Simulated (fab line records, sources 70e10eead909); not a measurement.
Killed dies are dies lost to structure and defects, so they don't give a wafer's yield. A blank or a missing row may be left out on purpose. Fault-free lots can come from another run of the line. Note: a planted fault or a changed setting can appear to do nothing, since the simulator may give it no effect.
Which of the tools did it? :: flow nand-harc :: Sampling: 14 lots, 42 wafers, 5 of 1302 route steps

## WHAT THE GAUGES READ, wafer by wafer
NHARC_A_DECK1_JOINT_THK_MEAS_14: measures by ellipsometry.
lot: L917
measured: day 11 18:54
on: film-metro-01
thk-nm (nm): 51.7 52.9 51.9

lot: L918
measured: day 12 02:22
on: film-metro-02
thk-nm (nm): 53.1 51.4 50.9

lot: L920
measured: day 13 03:25
on: film-metro-01
thk-nm (nm): 51.5 50.4 54.2

lot: L922
measured: day 13 21:09
on: film-metro-02
thk-nm (nm): 52.1 52.5 51.4

lot: L923
measured: day 14 11:36
on: film-metro-01
thk-nm (nm): 52.2 51.6 53.8

lot: L924
measured: day 15 02:38
on: film-metro-01
thk-nm (nm): 51.1 52.0 51.8

lot: L930
measured: day 17 04:42
on: film-metro-01
thk-nm (nm): 49.3 50.0 51.2

lot: L932
measured: day 18 05:44
on: film-metro-01
thk-nm (nm): 51.9 49.7 49.2

lot: L935
measured: day 19 03:44
on: film-metro-01
thk-nm (nm): 51.1 53.3 51.5

lot: L934
measured: day 19 03:44
on: film-metro-02
thk-nm (nm): 52.7 48.3 47.2

lot: L936
measured: day 19 15:04
on: film-metro-01
thk-nm (nm): 49.9 50.1 53.6

lot: L937
measured: day 20 06:39
on: film-metro-02
thk-nm (nm): 49.3 54.2 53.3

lot: L938
measured: day 20 15:31
on: film-metro-02
thk-nm (nm): 52.5 50.2 51.0

lot: L939
measured: day 20 15:31
on: film-metro-01
thk-nm (nm): 50.6 50.5 50.3

NHARC_A_ONON_D2_THK_MEAS_08: measures by ellipsometry.
lot: L917
measured: day 12 23:47
on: film-metro-01
thk-nm (nm): 1019 1020 1020

lot: L918
measured: day 13 04:00
on: film-metro-01
thk-nm (nm): 1001 1000 1001

lot: L920
measured: day 14 08:20
on: film-metro-01
thk-nm (nm): 1010 1009 1008

lot: L922
measured: day 15 03:46
on: film-metro-01
thk-nm (nm): 990 991 987

lot: L923
measured: day 15 11:41
on: film-metro-02
thk-nm (nm): 1004 1005 1004

lot: L924
measured: day 16 10:43
on: film-metro-02
thk-nm (nm): 997 998 994

lot: L930
measured: day 18 13:28
on: film-metro-01
thk-nm (nm): 998 999 997

lot: L932
measured: day 19 05:05
on: film-metro-02
thk-nm (nm): 981 979 981

lot: L935
measured: day 20 05:41
on: film-metro-01
thk-nm (nm): 1006 1008 1006

lot: L934
measured: day 20 05:54
on: film-metro-02
thk-nm (nm): 997 995 997

lot: L936
measured: day 20 20:28
on: film-metro-01
thk-nm (nm): 995 995 994

lot: L937
measured: day 21 11:17
on: film-metro-02
thk-nm (nm): 989 988 990

lot: L938
measured: day 21 22:23
on: film-metro-02
thk-nm (nm): 991 990 990

lot: L939
measured: day 21 22:10
on: film-metro-02
thk-nm (nm): 985 986 989

NHARC_A_ONON_D2_THK_MEAS_11: measures by ellipsometry.
lot: L917
measured: day 13 00:21
on: film-metro-01
thk-nm (nm): 1020 1019 1018

lot: L918
measured: day 13 04:34
on: film-metro-01
thk-nm (nm): 997 997 996

lot: L920
measured: day 14 08:54
on: film-metro-02
thk-nm (nm): 990 990 989

lot: L922
measured: day 15 04:20
on: film-metro-01
thk-nm (nm): 1394 1392 1393

lot: L923
measured: day 15 12:15
on: film-metro-02
thk-nm (nm): 995 997 997

lot: L924
measured: day 16 11:17
on: film-metro-01
thk-nm (nm): 1392 1392 1394

lot: L930
measured: day 18 14:02
on: film-metro-01
thk-nm (nm): 978 979 978

lot: L932
measured: day 19 05:39
on: film-metro-01
thk-nm (nm): 1013 1012 1012

lot: L935
measured: day 20 06:15
on: film-metro-01
thk-nm (nm): 1009 1009 1008

lot: L934
measured: day 20 06:36
on: film-metro-02
thk-nm (nm): 1001 1000 1002

lot: L936
measured: day 20 21:01
on: film-metro-01
thk-nm (nm): 1026 1026 1028

lot: L937
measured: day 21 11:51
on: film-metro-02
thk-nm (nm): 1006 1008 1005

lot: L938
measured: day 21 22:56
on: film-metro-02
thk-nm (nm): 993 994 993

lot: L939
measured: day 21 22:44
on: film-metro-02
thk-nm (nm): 989 989 991

NHARC_END_SORT_01.
lot: L922
measured: day 27 16:59
on: prober-01
killed-at-array: 671 669 668
killed-at-other: 3 3 1
killed-at-periphery: 3 5 8
killed-dies: 677 677 677
killed-open: 3 1 2
killed-short: 4 0 4

lot: L924
measured: day 28 01:08
on: prober-02
killed-at-array: 674 675 672
killed-at-other: 0 0 0
killed-at-periphery: 3 2 5
killed-dies: 677 677 677
killed-open: 4 2 5
killed-short: 2 1 3

## EACH LOT AND THE TOOL THAT RAN IT (in order: tool; ch and the chambers of the sampled wafers; start)
lot: L917
NHARC_A_ONON_D2_DEP_09: pecvd-onon-04 ch 0, day 13 00:01

lot: L918
NHARC_A_ONON_D2_DEP_09: pecvd-onon-02 ch 0, day 13 04:10

lot: L920
NHARC_A_ONON_D2_DEP_09: pecvd-onon-01 ch 0, day 14 08:34

lot: L922
NHARC_A_ONON_D2_DEP_09: pecvd-onon-01 ch 0, day 15 03:56

lot: L923
NHARC_A_ONON_D2_DEP_09: pecvd-onon-02 ch 0, day 15 11:48

lot: L924
NHARC_A_ONON_D2_DEP_09: pecvd-onon-01 ch 0, day 16 10:46

lot: L930
NHARC_A_ONON_D2_DEP_09: pecvd-onon-04 ch 0, day 18 13:38

lot: L932
NHARC_A_ONON_D2_DEP_09: pecvd-onon-01 ch 0, day 19 05:08

lot: L935
NHARC_A_ONON_D2_DEP_09: pecvd-onon-04 ch 0, day 20 05:45

lot: L934
NHARC_A_ONON_D2_DEP_09: pecvd-onon-04 ch 0, day 20 06:05

lot: L936
NHARC_A_ONON_D2_DEP_09: pecvd-onon-02 ch 0, day 20 20:38

lot: L937
NHARC_A_ONON_D2_DEP_09: pecvd-onon-02 ch 0, day 21 11:24

lot: L938
NHARC_A_ONON_D2_DEP_09: pecvd-onon-01 ch 0, day 21 22:29

lot: L939
NHARC_A_ONON_D2_DEP_09: pecvd-onon-02 ch 0, day 21 22:24
- NHARC_A_ONON_D2_DEP_09: target thk 1000 nm.

## AS READ BY THE TOOLS THEMSELVES (means over the sampled wafers that have a number; for cases with no such wafer, the mark the record gives instead)
NHARC_A_ONON_D2_DEP_09.
lot: L917
tool: pecvd-onon-04
n2-flow-sccm (sccm): 2746
susceptor-temp-C (C): 399.88

lot: L918
tool: pecvd-onon-02
n2-flow-sccm (sccm): 2751
susceptor-temp-C (C): 399.81

lot: L920
tool: pecvd-onon-01
n2-flow-sccm (sccm): 2757
susceptor-temp-C (C): 400.12

lot: L922
tool: pecvd-onon-01
n2-flow-sccm (sccm): 2749
susceptor-temp-C (C): 400.13

lot: L923
tool: pecvd-onon-02
n2-flow-sccm (sccm): 2750
susceptor-temp-C (C): 399.96

lot: L924
tool: pecvd-onon-01
n2-flow-sccm (sccm): 2751
susceptor-temp-C (C): 400.03

lot: L930
tool: pecvd-onon-04
n2-flow-sccm (sccm): 2735
susceptor-temp-C (C): 399.79

lot: L932
tool: pecvd-onon-01
n2-flow-sccm (sccm): 2750
susceptor-temp-C (C): 400.00

lot: L935
tool: pecvd-onon-04
n2-flow-sccm (sccm): 2743
susceptor-temp-C (C): 400.02

lot: L934
tool: pecvd-onon-04
n2-flow-sccm (sccm): 2743
susceptor-temp-C (C): 399.83

lot: L936
tool: pecvd-onon-02
n2-flow-sccm (sccm): 2753
susceptor-temp-C (C): 400.02

lot: L937
tool: pecvd-onon-02
n2-flow-sccm (sccm): 2755
susceptor-temp-C (C): 399.66

lot: L938
tool: pecvd-onon-01
n2-flow-sccm (sccm): 2766
susceptor-temp-C (C): 400.05

lot: L939
tool: pecvd-onon-02
n2-flow-sccm (sccm): 2758
susceptor-temp-C (C): 399.82

## THE ANSWER, worked out from the rows above alone
Rule: the usual values come from the lots themselves. The widest of any qualifying gaps counts: lots, ordered by their means at a reading, are off when they make up no more than a third of the lots, leave a main group of 4 or more, and stand apart from it by 3 or more times the standard deviation of that group's means. A main group whose means are all the same, to the digits that the tables above print for the reading, isn't used. A lot without any number at a reading at which 4 lots or more have one is off too. The other lots that the step has rows for count as sound. The gauges are gone through in route order, then the tools' own readings, and for those a lot's mean is taken as printed above. The first step at which some lot is off is used, and at that step the reading that is off furthest; a lot without a number counts as furthest.
Off, at NHARC_A_ONON_D2_THK_MEAS_11 on thk-nm: L922, L924. For the main group the mean is 1002 nm and the standard deviation 13.
A tool fits if, at a process step before that reading, it ran every lot that is off, and no sound lot after the first of them. Those tools and the gauges at NHARC_A_ONON_D2_THK_MEAS_11 are tried in the same way. Not one of the candidates tried fits.

## WHAT WAS PUT IN BY THE SIMULATOR
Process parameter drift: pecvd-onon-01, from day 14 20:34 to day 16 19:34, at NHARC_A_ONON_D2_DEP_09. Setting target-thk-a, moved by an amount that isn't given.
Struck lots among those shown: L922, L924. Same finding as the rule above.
